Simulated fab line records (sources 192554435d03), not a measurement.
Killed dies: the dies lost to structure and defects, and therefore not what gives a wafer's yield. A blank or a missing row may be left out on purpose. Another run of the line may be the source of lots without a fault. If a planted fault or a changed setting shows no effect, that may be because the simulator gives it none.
Problem report, 8D (eight disciplines) form, completed by code | flow n5_finfet | the parts of the form that need people (team, actions taken, sign-off) are left out

## 1. PROBLEM STATEMENT
Wafers without a fault read 31, standard deviation 10; killed_at_M0_to_M3 at N5_PASSIVATION_PROBE_49 reads a mean of 138 on 6 wafers belonging to 2 lots. That is +11 standard deviations from the usual mean.
The first sign was on wafer L636.1 at day 14 20:41, on prober-02. The record holds 30 wafers of 10 lots with a number at this step. The rule behind "out" and "out of limits": a value lying over 4 standard deviations away from the usual mean. All remaining wafers that have a number are taken as sound.

## 2. WHAT THIS IS AND IS NOT
question                    | is                                      | is not
which readings at this step | killed_at_M0_to_M3, sort_bin_5_function | killed_at_M4_up, killed_at_contacts, killed_at_front_end, killed_at_other, killed_open, killed_short, sort_bin_4_leakage, sort_bin_6_memory
which lots                  | L636, L642                              | L628, L629, L630, L632, L633, L644, L646, L650
which wafers of those lots  | all that have a number                  | -
read on which tools         | prober-01, prober-02                    | -
when                        | from day 14 20:41                       | up to then (15 sound wafers); but 9 sound wafers of L644, L646, L650 came after

## 3. SUSPECTS, AND WHAT RULES EACH OUT
Counting: any tool at a process step up to the reading is kept as a suspect provided that every lot that is out went through it and no sound lot did after the first of them.
- rie_diel-04 at N5_BEOL_M2_ETCHBACK_99 (etches SiO2 in CHF3, target depth 5 nm, time 10.4 s): ruled out as a lasting fault. Following L636 (day 9 15:07), the first lot on it that is out, the sound lots L650 were run on it.
Left after counting: nothing in the record.

## 4. THE CAUSE (what the simulator had put in)
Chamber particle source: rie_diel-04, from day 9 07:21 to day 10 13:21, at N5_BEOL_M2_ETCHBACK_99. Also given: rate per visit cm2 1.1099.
The count ruled it out by mistake, since the rule takes a fault to strike every lot its tool runs from the start of the fault on, and this one did not do so.

## 5. SEQUENCE OF EFFECTS, ordered by route
One row per reading whose mean, taken over the struck wafers that have a number, lies over 3 standard deviations from the usual. Readings are gone through only where the record gives a usual standard deviation; hours: the median, over the lots, of the time from a lot's start at the first step in this table giving one to that lot's start at this step; sigmas: the change measured in usual standard deviations.
hours | step                    | reading              | usual  | on struck wafers | change | sigmas
0     | N5_PASSIVATION_PROBE_49 | defect_limited_yield | 91.4 % | 83.6             | -7.8   | -5.6
0     | N5_PASSIVATION_PROBE_49 | killed_at_M0_to_M3   | 31     | 138              | +107   | +11
0     | N5_PASSIVATION_PROBE_49 | killed_dies          | 101    | 194              | +93    | +5.8
0     | N5_PASSIVATION_PROBE_49 | killed_on_rim        | 13     | 26               | +13    | +3.4
0     | N5_PASSIVATION_PROBE_49 | sort_bin_5_function  | 5.1 %  | 10.0             | +4.9   | +5.6
0     | N5_PASSIVATION_PROBE_49 | sort_n_pass          | 1079   | 986              | -93    | -5.8
0     | N5_PASSIVATION_PROBE_49 | sort_yield_pct       | 91.4 % | 83.6             | -7.8   | -5.6
Here are the process steps it includes:
- N5_PASSIVATION_PROBE_49

## 6. WHAT WOULD HAVE CAUGHT IT SOONER
The fault began at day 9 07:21; the first out-of-limits reading in this record came at day 14 20:41, 133 hours later.
An alarm limit of 4 standard deviations would not have fired on the tool readings at N5_BEOL_M2_ETCHBACK_99 for which the record gives a usual standard deviation, since none of them was out on any struck wafer.
